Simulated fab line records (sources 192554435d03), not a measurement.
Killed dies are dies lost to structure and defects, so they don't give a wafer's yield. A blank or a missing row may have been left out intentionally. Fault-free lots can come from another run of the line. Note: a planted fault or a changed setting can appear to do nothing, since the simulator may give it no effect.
fab line records	flow n5Finfet
[record] lots = 5	wafers = 15	lastDay = 17
route steps=1938 shown BEOL_M8@1366
lots that met no fault: from a run of the same line without faults
startH: hours from the record's opening day to when the first of the lot's shown wafers began	waitH: hours from the lot's prior step to this one	" repeats the value in the row above	L1.1+2: a single row standing in for several wafers	- either no value or no given start	* or withheld: withheld	< > ~ a bound
route shown NAME@n: a module of which the file shows steps, and the number in the route of the first	usual: the fault-free wafers' mean and standard deviation	same: alike in all rows	chamber/n: place in a boat	sites: each site's reading	_std_site: standard deviation across them	_edge_site: the outer-site mean with the inner-site mean subtracted	radiusMm: how far each site lies from the wafer's centre	mask NAME#n: copy n	behind: the most recent tool/chamber to have shaped the wafer	hold: why the lot went on hold/how many hours it stayed there/how the hold came to an end	device: which transistor (n, p or np) failed to switch	end of line: at the end of the route, the tests of the same wafers	where a step has no rows: the recipe by itself	killed: dies lost to structure and defects at the first sort, not the wafer's yield	map: shows each die of a wafer: x if killed, . if not, _ if none is there
set.NAME: setting as actually run; set.NAME@STEP: the setting as run at that earlier step	model.NAME: the simulator's own value behind a step, which no gauge read
lots at selected steps of the route; one table per step, one row per wafer
services: a tool's chamber out of use, with start hour (startH, from the record's first day; less than 0 if before it), hours out, and reason
[[steps]]
[step N5_BEOL_M8_OVL_MEAS_29]
[recipe] pointsPerWafer = 522
[usual] V7_OVL = 0.2/0.66
lot.wafer	tool	chamber	startH	waitH	V7_OVL[nm]
L831.2	overlay-02	0	242.96	0.0	-0.1
L831.3	"	0	"	"	-1.2
L831.4	"	0	"	"	-0.5
L842.2	overlay-01	0	291.63	0.0	0.9
L842.5	"	0	"	"	-0.1
L842.6	"	0	"	"	0.2
L844.1	overlay-02	0	291.80	0.0	1.2
L844.4	"	0	"	"	1.2
L844.6	"	0	"	"	1.2
L841.1	overlay-02	0	302.45	0.0	0.7
L841.2	"	0	"	"	0.5
L841.4	"	0	"	"	0.8
L848.2	overlay-01	0	345.02	0.0	0.0
L848.5	"	0	"	"	-0.4
L848.6	"	0	"	"	0.9
[step N5_BEOL_M8_INSPECT_30]
[recipe] mode = adi	inspectInstrument = brightfield
[usual] rawDefectCount = 403/89
lot.wafer	tool	chamber	startH	waitH	rawDefectCount
L831.2	defectInspect-01	-	243.02	0.0	540
L831.3	"	-	"	"	390
L831.4	"	-	"	"	483
L842.2	defectInspect-02	-	291.68	0.0	336
L842.5	"	-	"	"	524
L842.6	"	-	"	"	412
L844.1	defectInspect-01	-	291.86	0.1	303
L844.4	"	-	"	"	371
L844.6	"	-	"	"	397
L841.1	defectInspect-02	-	302.51	0.1	406
L841.2	"	-	"	"	435
L841.4	"	-	"	"	495
L848.2	defectInspect-02	-	345.08	0.0	482
L848.5	"	-	"	"	346
L848.6	"	-	"	"	316
[step N5_BEOL_M8_DESCUM_33]
[recipe] chemistry = O2	timeS = 7	sourcePowerW = 50	biasPowerW = 20	pressureMtorr = 20	rfFrequencyHz = 2.712e+07	tempC = 40	resist = CAR-EUV	o2FlowSccm = 225
[step N5_BEOL_M8_ETCH_72]
[recipe] chemistry = N2/H2	target = underlayer	targetDepthA = 65	maskMaterial = CAR-EUV	timeS = 5.2	ionEnergyEv = 200	pressureMtorr = 30	sourceW = 840	biasW = 150	n2FlowSccm = 200	h2FlowSccm = 200	ends = cleared
[step N5_BEOL_M8_ETCH_65]
[recipe] chemistry = CF4	target = SiARC	targetDepthA = 156	maskMaterial = CAR-EUV	timeS = 26	ionEnergyEv = 80	pressureMtorr = 40	sourceW = 545	biasW = 36	Ar_flow_sccm = 100	cf4FlowSccm = 100	ends = cleared
[usual] drypumpMotorCurrentA = 5.7/0.55	etchRfOnTimeS = 25.7/0.68	oesProductAu = 0.66/0.075	rfVppV = 183.8/1.2	showerheadPlenumPTorr = 2.12/0.077	throttleValvePct = 15.73/0.22
lot.wafer	tool	chamber	startH	waitH	drypumpMotorCurrentA	etchRfOnTimeS	oesProductAu	rfHoursCounterH	rfVppV	showerheadPlenumPTorr	throttleValvePct
L831.2	rieDiel-06	2	243.10	0.0	5.6	24.9	0.76	44	184.6	2.17	15.37
L831.3	"	1	"	"	5.6	25.6	0.61	204	182.0	1.96	15.86
L831.4	"	0	"	"	6.4	26.2	0.82	7	185.1	2.10	15.28
L842.2	rieDiel-04	3	292.07	0.0	4.9	25.9	0.60	198	181.9	2.04	15.91
L842.5	"	0	"	"	6.0	26.1	0.61	-	182.7	2.22	15.85
L842.6	"	3	"	"	4.9	25.6	0.60	-	182.7	2.04	15.91
L844.1	rieDiel-05	2	292.25	0.0	6.5	26.0	0.64	172	183.7	2.12	15.59
L844.4	"	1	"	"	6.1	25.0	0.61	236	183.4	2.02	16.02
L844.6	"	2	"	"	6.5	25.9	0.64	-	183.0	2.12	15.60
L841.1	rieDiel-05	2	302.60	0.0	6.5	25.8	0.64	175	185.2	2.12	15.61
L841.2	"	1	"	"	6.1	25.0	0.61	239	183.1	2.02	16.02
L841.4	"	3	"	"	5.4	24.7	0.63	212	184.0	2.11	15.68
L848.2	rieDiel-04	0	345.19	0.0	6.0	25.7	0.61	188	185.6	2.22	15.85
L848.5	"	1	"	"	5.8	25.4	0.69	-	183.6	2.16	15.90
L848.6	"	2	"	"	4.9	25.7	0.86	-	183.7	2.19	15.31
[step N5_BEOL_M8_ETCH_66]
[recipe] chemistry = N2/H2	target = SOC	targetDepthA = 800	overetchA = 160	maskMaterial = SiARC	tempC = 40	timeS = 120	ionEnergyEv = 200	pressureMtorr = 30	sourceW = 840	biasW = 150	n2FlowSccm = 200	h2FlowSccm = 200
[step N5_BEOL_M8_STRIP_69]
[recipe] chemistry = N2/H2	tempC = 40	n2FlowSccm = 200	h2FlowSccm = 200	rfFrequencyHz = 6e+07
[step N5_BEOL_M8_STRIP_73]
[recipe] chemistry = N2/H2	tempC = 40	n2FlowSccm = 200	h2FlowSccm = 200	rfFrequencyHz = 6e+07
[step N5_BEOL_M8_VIA_ETCH_34]
[recipe] chemistry = C4F6/O2	target = SiCOH_lowk	targetDepthA = 1255	maskMaterial = SOC	taperDeg = 4	timeS = 50.5	ionEnergyEv = 250	pressureMtorr = 30	sourceW = 345	biasW = 185	Ar_flow_sccm = 300	C4F6_flow_sccm = 10	O2_flow_sccm = 10
[usual] drypumpMotorCurrentA = 5.7/0.55	oesProductAu = 0.77/0.088	rfVppV = 665/15	showerheadPlenumPTorr = 2.81/0.1	throttleValvePct = 21.01/0.21
lot.wafer	tool	chamber	startH	waitH	drypumpMotorCurrentA	oesProductAu	rfHoursCounterH	rfVppV	showerheadPlenumPTorr	throttleValvePct
L831.2	rieDiel-06	2	243.23	0.0	5.6	0.88	44	666	2.87	20.55
L831.3	"	1	"	"	5.6	0.72	204	654	2.61	21.14
L831.4	"	0	"	"	6.4	0.97	7	663	2.81	20.73
L842.2	rieDiel-04	3	292.19	0.0	4.9	0.70	198	667	2.72	21.24
L842.5	"	0	"	"	6.0	0.73	-	659	2.95	21.09
L842.6	"	3	"	"	4.9	0.70	-	667	2.72	21.25
L844.1	rieDiel-05	2	292.38	0.0	6.5	0.76	173	691	2.82	20.77
L844.4	"	1	"	"	6.2	0.70	236	641	2.67	21.11
L844.6	"	2	"	"	6.5	0.75	-	689	2.81	20.75
L841.1	rieDiel-05	2	302.73	0.0	6.5	0.76	176	690	2.81	20.77
L841.2	"	1	"	"	6.2	0.70	239	642	2.66	21.13
L841.4	"	3	"	"	5.4	0.73	212	676	2.82	21.02
L848.2	rieDiel-04	0	345.32	0.0	6.0	0.71	188	657	2.95	21.11
L848.5	"	1	"	"	5.8	0.80	-	639	2.88	21.26
L848.6	"	2	"	"	4.9	1.01	-	679	2.92	20.66
[step N5_BEOL_M8_STRIP_76]
[recipe] chemistry = C4F6/O2	resist = SiARC	rfFrequencyHz = 6e+07
[step N5_BEOL_M8_STRIP_36]
[recipe] chemistry = N2/H2	powerW = 450	tempC = 40	pressureMtorr = 20	rfFrequencyHz = 6e+07	overashFraction = 0.3	biasPowerW = 7	h2Frac = 0.5	n2FlowSccm = 200	h2FlowSccm = 200
[usual] drypumpMotorCurrentA = 5.7/0.55	h2FlowSccm = 200.0/0.65	oesProductAu = 0.77/0.09	powerW = 449.9/1.3	rfVppV = 59.2/1.4	showerheadPlenumPTorr = 2.51/0.098	throttleValvePct = 23.78/0.29
lot.wafer	tool	chamber	startH	waitH	drypumpMotorCurrentA	h2FlowSccm	oesProductAu	powerW	rfHoursCounterH	rfVppV	showerheadPlenumPTorr	throttleValvePct
L831.2	rieDiel-06	2	243.28	0.0	5.6	198.8	0.88	453.1	44	61.0	2.56	23.20
L831.3	"	1	"	"	5.6	199.5	0.71	448.9	204	58.0	2.30	23.69
L831.4	"	0	"	"	6.5	200.8	0.98	448.9	7	62.9	2.51	23.90
L842.2	rieDiel-04	3	292.25	0.0	4.9	199.4	0.71	450.1	198	56.5	2.42	24.01
L842.5	"	0	"	"	6.0	200.3	0.72	448.9	-	57.4	2.65	24.14
L842.6	"	3	"	"	4.9	200.6	0.70	448.5	-	60.3	2.42	24.04
L844.1	rieDiel-05	2	292.43	0.0	6.5	199.9	0.76	452.8	173	58.8	2.54	23.54
L844.4	"	1	"	"	6.1	199.2	0.70	448.5	236	58.9	2.39	23.73
L844.6	"	2	"	"	6.5	199.2	0.74	450.3	-	59.7	2.54	23.54
L841.1	rieDiel-05	2	302.78	0.0	6.5	199.9	0.76	448.9	176	59.7	2.53	23.53
L841.2	"	1	"	"	6.1	200.0	0.71	447.9	239	61.6	2.39	23.72
L841.4	"	3	"	"	5.4	199.3	0.73	451.3	212	58.7	2.49	23.38
L848.2	rieDiel-04	0	345.38	0.0	6.0	200.0	0.70	448.3	188	58.6	2.64	24.12
L848.5	"	1	"	"	5.8	199.4	0.81	450.3	-	57.7	2.56	24.01
L848.6	"	2	"	"	4.8	198.8	1.02	449.9	-	60.9	2.60	23.22
[step N5_BEOL_M8_TRENCH_ETCH_37]
[recipe] chemistry = C4F6/O2	targetDepthA = 934.78	target = SiCOH_lowk	timeS = 31.2	ionEnergyEv = 250	pressureMtorr = 30	sourceW = 345	biasW = 185	Ar_flow_sccm = 300	C4F6_flow_sccm = 10	O2_flow_sccm = 10
[usual] drypumpMotorCurrentA = 5.7/0.55	oesProductAu = 0.77/0.088	rfVppV = 665/15	showerheadPlenumPTorr = 2.81/0.1	throttleValvePct = 21.04/0.21
lot.wafer	tool	chamber	startH	waitH	drypumpMotorCurrentA	oesProductAu	rfHoursCounterH	rfVppV	showerheadPlenumPTorr	throttleValvePct
L831.2	rieDiel-06	2	-	-	5.6	0.88	44	668	2.87	20.59
L831.3	"	1	"	"	5.6	0.72	204	655	2.61	21.17
L831.4	"	0	"	"	6.5	0.97	7	662	2.81	20.76
L842.2	rieDiel-04	3	-	-	4.9	0.70	198	668	2.72	21.28
L842.5	"	0	"	"	6.0	0.73	-	657	2.95	21.09
L842.6	"	3	"	"	4.9	0.70	-	668	2.72	21.28
L844.1	rieDiel-05	2	-	-	6.5	0.75	173	689	2.82	20.80
L844.4	"	1	"	"	6.1	0.70	236	640	2.67	21.14
L844.6	"	2	"	"	6.5	0.75	-	689	2.82	20.79
L841.1	rieDiel-05	2	-	-	6.5	0.75	176	690	2.81	20.80
L841.2	"	1	"	"	6.1	0.70	239	642	2.66	21.14
L841.4	"	3	"	"	5.4	0.73	212	676	2.82	21.04
L848.2	rieDiel-04	0	-	-	6.0	0.72	188	657	2.95	21.13
L848.5	"	1	"	"	5.8	0.80	-	639	2.88	21.29
L848.6	"	2	"	"	4.9	1.01	-	680	2.92	20.72
[step N5_BEOL_M8_ETCH_41]
[recipe] chemistry = CH3F/O2	target = SiCN	targetDepthA = 319	taperDeg = 2	timeS = 57.8	ionEnergyEv = 120	maskMaterial = TiN	pressureMtorr = 30	sourceW = 395	biasW = 75	Ar_flow_sccm = 150	CH3F_flow_sccm = 30	O2_flow_sccm = 20
[usual] drypumpMotorCurrentA = 5.7/0.55	oesProductAu = 0.77/0.089	rfVppV = 297.0/1.7	showerheadPlenumPTorr = 1.98/0.076	throttleValvePct = 16.45/0.21
lot.wafer	tool	chamber	startH	waitH	drypumpMotorCurrentA	oesProductAu	rfHoursCounterH	rfVppV	showerheadPlenumPTorr	throttleValvePct	model.etch.depthNm
L831.2	rieDiel-06	2	243.35	-	5.6	0.89	44	298.1	2.02	16.01	22.96
L831.3	"	1	"	"	5.6	0.94	204	293.0	1.83	16.61	32.68
L831.4	"	0	"	"	6.5	1.28	7	296.0	1.97	16.08	33.09
L842.2	rieDiel-04	3	292.32	-	4.9	0.70	198	294.3	1.91	16.67	21.93
L842.5	"	0	"	"	6.0	0.72	-	299.8	2.08	16.52	21.69
L842.6	"	3	"	"	4.9	0.69	-	295.7	1.91	16.67	21.88
L844.1	rieDiel-05	2	292.50	-	6.5	0.76	173	297.4	1.98	16.27	22.03
L844.4	"	1	"	"	6.1	0.71	236	295.6	1.87	16.61	22.29
L844.6	"	2	"	"	6.5	0.75	-	298.8	1.98	16.26	22.09
L841.1	rieDiel-05	2	302.85	-	6.5	0.75	176	296.9	1.98	16.27	22.05
L841.2	"	1	"	"	6.1	0.71	239	295.1	1.87	16.63	22.19
L841.4	"	3	"	"	5.4	0.73	212	298.3	1.98	16.46	22.63
L848.2	rieDiel-04	0	345.45	-	6.0	0.72	188	298.7	2.08	16.54	22
L848.5	"	1	"	"	5.8	0.80	-	298.3	2.02	16.63	22.08
L848.6	"	2	"	"	4.9	1.01	-	298.2	2.06	16.07	22.55
[step N5_BEOL_M8_STRIP_80]
[recipe] chemistry = N2/H2	timeS = 10	powerW = 450	tempC = 40	pressureMtorr = 20	rfFrequencyHz = 6e+07	biasPowerW = 7	n2FlowSccm = 200	h2FlowSccm = 200
[usual] drypumpMotorCurrentA = 5.7/0.55	h2FlowSccm = 200.1/0.59	oesProductAu = 0.77/0.089	rfVppV = 59.2/0.88	showerheadPlenumPTorr = 2.51/0.098	throttleValvePct = 23.78/0.29
lot.wafer	tool	chamber	startH	waitH	drypumpMotorCurrentA	h2FlowSccm	oesProductAu	rfHoursCounterH	rfVppV	showerheadPlenumPTorr	throttleValvePct
L831.2	rieDiel-06	2	-	-	5.6	200.3	0.87	44	58.7	2.56	23.19
L831.3	"	1	"	"	5.6	200.3	0.71	204	58.4	2.30	23.65
L831.4	"	0	"	"	6.5	199.9	0.97	7	59.0	2.50	23.89
L842.2	rieDiel-04	3	-	-	4.9	199.5	0.70	198	58.8	2.42	23.99
L842.5	"	0	"	"	6.1	200.0	0.72	-	60.1	2.65	24.10
L842.6	"	3	"	"	4.9	199.6	0.70	-	56.9	2.42	24.00
L844.1	rieDiel-05	2	-	-	6.5	199.9	0.76	173	59.3	2.53	23.53
L844.4	"	1	"	"	6.1	200.0	0.71	236	60.6	2.39	23.73
L844.6	"	2	"	"	6.5	199.2	0.76	-	58.9	2.53	23.54
L841.1	rieDiel-05	2	-	-	6.5	200.0	0.75	176	57.9	2.53	23.54
L841.2	"	1	"	"	6.1	200.3	0.71	239	57.9	2.39	23.73
L841.4	"	3	"	"	5.4	200.5	0.72	212	60.7	2.49	23.40
L848.2	rieDiel-04	0	-	-	6.0	199.6	0.71	188	59.8	2.64	24.12
L848.5	"	1	"	"	5.8	199.3	0.80	-	59.6	2.56	24.05
L848.6	"	2	"	"	4.9	200.3	1.01	-	59.4	2.60	23.20
[[services]]
tool	chamber	startH	hours	kind
rieDiel-05	-	219.24	0.6	repair
rieDiel-06	-	226.50	4.3	pm
rieDiel-06	2	244.62	10.0	repair
rieDiel-05	1	249.20	16.5	repair
rieDiel-04	3	277.18	5.2	repair
rieDiel-04	2	310.68	-	clean
rieDiel-04	2	310.68	-	consumableReplace:focusRing
rieDiel-04	2	310.68	15.0	scheduledDown
rieDiel-04	2	310.68	15.0	ventCycle
rieDiel-05	1	327.80	-	clean
rieDiel-05	1	327.80	-	consumableReplace:focusRing
rieDiel-05	1	327.80	-	consumableReplace:showerhead
rieDiel-05	1	327.80	14.5	scheduledDown
rieDiel-05	1	327.80	14.5	ventCycle
rieDiel-04	-	328.49	15.6	pm
[[key]]
[firstSign] step = N5_BEOL_M8_ETCH_41	reading = oesProductAu	direction = up	sigmas = 3.8	usual = 0.77	struck = 1.11
effect none on later readings
[modelEffect] step = N5_BEOL_M8_ETCH_41	value = etch.depthNm	without = 22.23	struck = 32.89
metAt N5_BEOL_M8_ETCH_41
struckWafers L831.3,L831.4
[fault] kind = processParameterDrift	tool = rieDiel-06	chamber = -	onsetH = 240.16	steps = N5_BEOL_M8_ETCH_41	channel = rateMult	offset = 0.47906	shape = step	endH = 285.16	scope = struckWafersOnly
